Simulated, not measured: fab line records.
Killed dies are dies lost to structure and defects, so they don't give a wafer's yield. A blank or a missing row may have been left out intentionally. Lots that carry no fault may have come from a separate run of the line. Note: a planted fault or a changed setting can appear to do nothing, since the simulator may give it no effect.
Chamber matching | flow n5-finfet | ald-sin-01 running N5_ILD0_ALD_15: 4 sister chambers
The step deposits SiNx, target thk 24 nm, pulse time 1 s, ald cycles 480. 8 wafers are shown with their chamber, then 9 later ones without.

== WAFERS, EACH WITH ITS CHAMBER ==
wafer  | chamber | heater-power-w (W) | precursor-pulse-height-rel
L081.4 | 3       | 768                | 1.033
L081.5 | 1       | 730                | 0.989
L088.1 | 2       | 821                | 1.001
L088.3 | 0       | 851                | 1.014
L088.5 | 3       | 769                | 1.013
L089.2 | 0       | 866                | 1.000
L089.4 | 1       | 721                | 1.019
L089.5 | 2       | 809                | 0.985

== WAFERS MISSING THEIR CHAMBER ==
wafer  | heater-power-w (W) | precursor-pulse-height-rel
L091.2 | 865                | 1.010
L091.4 | 773                | 0.980
L091.5 | 761                | 1.009
L092.1 | 870                | 1.015
L092.2 | 826                | 0.981
L092.3 | 774                | 1.056
L093.1 | 866                | 1.020
L093.2 | 776                | 0.982
L093.4 | 719                | 1.010

== THE CHAMBER EACH PASSED THROUGH ==
wafer  | from the rows above | in truth
L091.2 | 0                   | 0
L091.4 | 3                   | 3
L091.5 | 3                   | 3
L092.1 | 0                   | 0
L092.2 | 2                   | 2
L092.3 | 3                   | 3
L093.1 | 0                   | 0
L093.2 | 3                   | 3
L093.4 | 1                   | 1
Correct placement for 9 of the 9. Left unplaced by these rows: 0. Placed wrongly: 0.
How it was worked out, from the rows above alone: a wafer's distance from a chamber is the root of the sum, over the readings, of the square of ((its reading less the chamber's mean) divided by the reading's scatter). If the next closest chamber is less than 2 further off than the closest, the wafer can't be placed; otherwise it belongs to the closest. A chamber's mean is the mean of its shown wafers. The scatter: take each reading less its chamber's mean, square it, sum over the shown wafers, divide by the number of wafers less the number of chambers, and take the root.
